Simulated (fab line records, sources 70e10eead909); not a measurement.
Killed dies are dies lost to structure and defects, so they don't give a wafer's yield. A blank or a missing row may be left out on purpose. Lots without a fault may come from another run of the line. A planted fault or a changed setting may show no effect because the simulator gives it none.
A struck lot beside a sound one | flow nand_harc | 14 steps out of a route of 1302
Sound: wafers L202.3, L202.4, L202.6. Struck: wafers L221.2, L221.6. (L221.3 of the same lot was not struck and is left out.) The cause comes at the end.
At each step with rows: each side's tool, then ch and its chambers, then its first start. Under that, the readings that differ: sound wafers | struck wafers | difference of the means | sigmas: that difference in standard deviations of wafers without a fault.
alike: readings whose means differ by less than 2 such deviations, and words and numbers that are the same on both sides. not compared: withheld readings, readings that some wafer has no value for, bounds like >300 that may hide the same value, and numbers for which the record gives no deviation and whose values overlap.
The two part at a step that has a row with sigmas, a row that says differs or no value, or rows on one side only. Numbers that don't overlap but have no deviation are shown without sigmas and don't part them. A reading that every wafer of one side lacks parts them only if that side has two wafers or more.

first, 1 step without rows for these wafers: NHARC_A_CONTACT_STRIP_27 (strips in post etch residue remover, time 600 s).
NHARC_A_CONTACT_ALD_18: deposits TiN, target thk 3 nm, pulse time 1 s, ald cycles 150.
  sound on ald_metal-03 ch 0,1,3, day 22 21:38; struck on ald_metal-04 ch 0,2, day 31 00:46
  alike: heater_power_w, precursor_pulse_height_rel
NHARC_A_CONTACT_CVD_19: deposits W, target thk 300 nm, time 802 s.
  sound on cvd_w-02 ch 0,1; struck on cvd_w-01 ch 0,1
  alike: heater_power_w, mfc_h2_sccm, throttle_valve_pct
NHARC_A_CONTACT_CMP_20: polishes, t overpolish 30 s, target thk 300 nm.
  sound on cmp-02 ch 1,3, day 22 22:43; struck on cmp-02 ch 1,3, day 31 01:51
  alike: motor_current_A, overpolish_run_s, time_to_endpoint_s
then, 1 step without rows for these wafers: NHARC_A_CONTACT_SRD_22.
NHARC_A_CONTACT_INSPECT_23:
  sound on defect_inspect-02, day 22 23:07; struck on defect_inspect-02, day 31 02:14
  alike: raw_defect_count
then, 5 steps without rows for these wafers: NHARC_A_BLC_DEHYDRATE_00 (time 120 s); NHARC_A_BLC_HMDS_01 (time 30 s); NHARC_A_BLC_COAT_02 (time 75 s); NHARC_A_BLC_COAT_03 (time 65 s); NHARC_A_BLC_COAT_04 (resist thk 90 nm).
NHARC_A_BLC_SOFTBAKE_05: time 55 s.
  sound on litho_track-04 ch 0, day 22 23:00; struck on litho_track-04 ch 0, day 31 02:00
  reading                  | sound                | struck        | difference | sigmas
  heater_power_total_W (W) | 188.50 188.41 188.30 | 222.65 222.40 | +34.12     | +99 or more
then, 1 step without rows for these wafers: NHARC_A_BLC_EBR_06.
-- the record jumps here: 2 days lie between the struck wafers' starts before and after (it left off in module A_BLC and takes up again in module END, whose first step shown is number 1302 of the route) --
NHARC_END_SORT_01:
  sound on prober-02 ch 0, day 24 20:05; struck on prober-02 ch 0, day 33 07:12
  reading             | sound  | struck | difference | sigmas
  killed_at_periphery | 12 9 9 | 4 1    | -8         | -3
  alike: killed_at_array, killed_at_other, killed_dies, killed_open, killed_short

WHERE THEY PART
First at NHARC_A_BLC_SOFTBAKE_05; last, within this record, at NHARC_END_SORT_01.

WHY: what the simulator had put in
Process parameter drift: litho_track-04, from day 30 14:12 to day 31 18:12, at NHARC_A_BLC_SOFTBAKE_05. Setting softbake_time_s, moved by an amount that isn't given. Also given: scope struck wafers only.
